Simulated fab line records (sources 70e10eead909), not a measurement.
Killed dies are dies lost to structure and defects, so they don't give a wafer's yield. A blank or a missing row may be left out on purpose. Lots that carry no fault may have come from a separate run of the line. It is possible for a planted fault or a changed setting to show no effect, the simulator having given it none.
Problem report, 8D (eight disciplines) form, completed by code || flow nand harc || the parts of the form that need people (team, actions taken, sign-off) are left out

## 1. WHAT IS WRONG
At NHARC_A_M0_CMP_23, time to endpoint s averages 10.1 s over 4 wafers from 2 lots, while fault-free wafers read 29.7 s, standard deviation 2.8. That puts it -7.0 standard deviations away from the usual mean.
The step: polishes, t overpolish 20 s, target thk 113.75 nm.
Seen first at day 19 23:26 on cmp-04, wafer L918.2. The record holds 27 wafers of 9 lots with a number at this step. Rule for "out", or "out of limits": more than 4 standard deviations from the usual mean. The other wafers with a number count as sound.

## 2. WHAT THIS IS AND IS NOT
{"question": "which readings at this step", "is": "time to endpoint s", "is not": "motor current A"}
{"question": "which lots", "is": "L918, L920", "is not": "L910, L911, L923, L929, L931, L932, L933"}
{"question": "which wafers of those lots", "is": "L918.2, L918.5, L920.4, L920.5", "is not": "L918.6, L920.6"}
{"question": "read on which tools", "is": "cmp-04", "is not": "cmp-01, cmp-02"}
{"question": "when", "is": "from day 19 23:26", "is not": "up to then (7 sound wafers); but 16 sound wafers of L920, L923, L929, L931, L932, L933 came after"}

## 3. WHAT RULES OUT EACH SUSPECT
Counting: a tool at a process step up to the reading stays a suspect if it ran every lot that is out. Sound lots after the first of them don't rule it out here, since some wafers of a struck lot are sound.
- ecd cu-02 at NHARC_A_M0_ECD_22 (material Cu, target thk 400 nm): kept. It processed each lot that is out (first: L918, day 19 22:41); up to then, its last sound lot is L910 (day 17 16:19).
- cmp-04 at NHARC_A_M0_CMP_23 (polishes, t overpolish 20 s, target thk 113.75 nm): kept. It ran every lot that is out, first L918 (day 19 23:26). Out on those wafers are its own readings of time to endpoint s.
The count leaves cmp-04 at NHARC_A_M0_CMP_23 and ecd cu-02 at NHARC_A_M0_ECD_22.

## 4. THE CAUSE (what the simulator had put in)
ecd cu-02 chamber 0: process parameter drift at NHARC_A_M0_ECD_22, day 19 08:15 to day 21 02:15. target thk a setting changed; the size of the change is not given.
Of the 2 suspects that counting leaves, this tool is one.

## 5. SEQUENCE OF EFFECTS, ordered by route
Rows list readings where the struck wafers' mean (over those with a number) sits beyond 3 standard deviations from the usual. Only readings whose record carries a usual standard deviation are examined. hours: median over the lots of the time between each lot's start at the first step of this table that gives one and its start at this step. sigmas: the change, counted in usual standard deviations.
{"hours": 0, "step": "NHARC_A_M0_CMP_23", "reading": "time to endpoint s", "usual": "29.7 s", "on struck wafers": 10.1, "change": -19.6, "sigmas": -7.0}
Process steps it contains:
- NHARC_A_M0_CMP_23: polishes, t overpolish 20 s, target thk 113.75 nm.

## 6. WHAT WOULD HAVE CAUGHT IT SOONER
In this record the first reading out of limits was taken at day 19 23:26, 15 hours after the fault began at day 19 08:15.
Of the lots that are out (2), L920 began NHARC_A_M0_ECD_22 on ecd cu-02 after day 19 23:26. Had the tool been put on hold then, it would have been spared.
